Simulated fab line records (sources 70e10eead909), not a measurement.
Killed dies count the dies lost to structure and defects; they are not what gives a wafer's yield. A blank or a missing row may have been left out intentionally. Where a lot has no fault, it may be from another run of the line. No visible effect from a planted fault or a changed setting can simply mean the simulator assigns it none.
Chamber matching | flow nandHarc | rieDiel-05 running NHARC_P_ZERO_WELL_ETCH_65: 4 sister chambers
The step etches the open film in N2/H2, target depth 80 nm, overetch 24 nm, time 87.88 s. 16 wafers are shown with their chamber, then 8 later ones without.

WAFERS, EACH WITH ITS CHAMBER
wafer  | chamber | drypumpMotorCurrentA (A) | rfVppV (V) | oesProductAu (a.u.)
L414.2 | 1       | 6.2                      | 431.4      | 1.004
L414.5 | 1       | 6.2                      | 431.0      | 1.015
L414.6 | 2       | 5.2                      | 435.0      | 1.000
L415.2 | 0       | 5.7                      | 429.5      | 1.018
L415.3 | 2       | 5.2                      | 433.8      | 1.018
L415.5 | 1       | 6.1                      | 432.0      | 1.018
L420.1 | 3       | 6.2                      | 434.8      | 1.001
L420.3 | 0       | 5.6                      | 431.3      | 1.009
L420.5 | 1       | 6.2                      | 431.5      | 1.002
L424.1 | 1       | 6.2                      | 430.0      | 1.001
L424.3 | 0       | 5.6                      | 429.6      | 1.013
L424.6 | 1       | 6.2                      | 429.4      | 1.007
L425.1 | 0       | 5.7                      | 429.8      | 1.013
L425.2 | 2       | 5.2                      | 434.9      | 1.008
L425.6 | 0       | 5.7                      | 429.4      | 1.014
L431.3 | 0       | 5.7                      | 428.2      | 1.008

SIGNATURES, as means of the wafers listed above
reading              | chamber 0 | chamber 1 | chamber 2 | chamber 3 | scatter within a chamber
drypumpMotorCurrentA | 5.667     | 6.183     | 5.200     | 6.200     | 0.0425
rfVppV               | 429.633   | 430.883   | 434.567   | 434.800   | 0.945
oesProductAu         | 1.01250   | 1.00783   | 1.00867   | 1.00100   | 0.00632
Rule: for each reading, subtract the chamber's mean from the wafer's reading, divide by that reading's scatter and square the result; add these up over the readings and take the root, which gives the wafer's distance from the chamber. If the next closest chamber is less than 2 further off than the closest, the wafer can't be placed; otherwise it belongs to the closest. The scatter is the square root of a quotient: the sum, over the shown wafers, of each reading's squared deviation from its chamber's mean, divided by wafers minus chambers.

WAFERS WITHOUT THEIR CHAMBER
wafer  | drypumpMotorCurrentA (A) | rfVppV (V) | oesProductAu (a.u.)
L431.5 | 5.2                      | 433.5      | 1.012
L431.6 | 6.2                      | 436.1      | 1.003
L434.2 | 5.6                      | 430.7      | 1.003
L434.3 | 6.2                      | 434.3      | 0.996
L434.6 | 5.7                      | 430.0      | 1.011
L435.1 | 6.2                      | 436.2      | 0.994
L435.2 | 5.2                      | 434.7      | 0.998
L435.3 | 6.2                      | 430.5      | 1.002

THE CHAMBER EACH PASSED THROUGH
wafer  | from the rows above | in truth
L431.5 | 2                   | 2
L431.6 | 3                   | 3
L434.2 | 0                   | 0
L434.3 | 3                   | 3
L434.6 | 0                   | 0
L435.1 | 3                   | 3
L435.2 | 2                   | 2
L435.3 | 1                   | 1
Correctly placed: 8 of 8. From these rows, 0 cannot be placed. Number placed wrongly: 0.
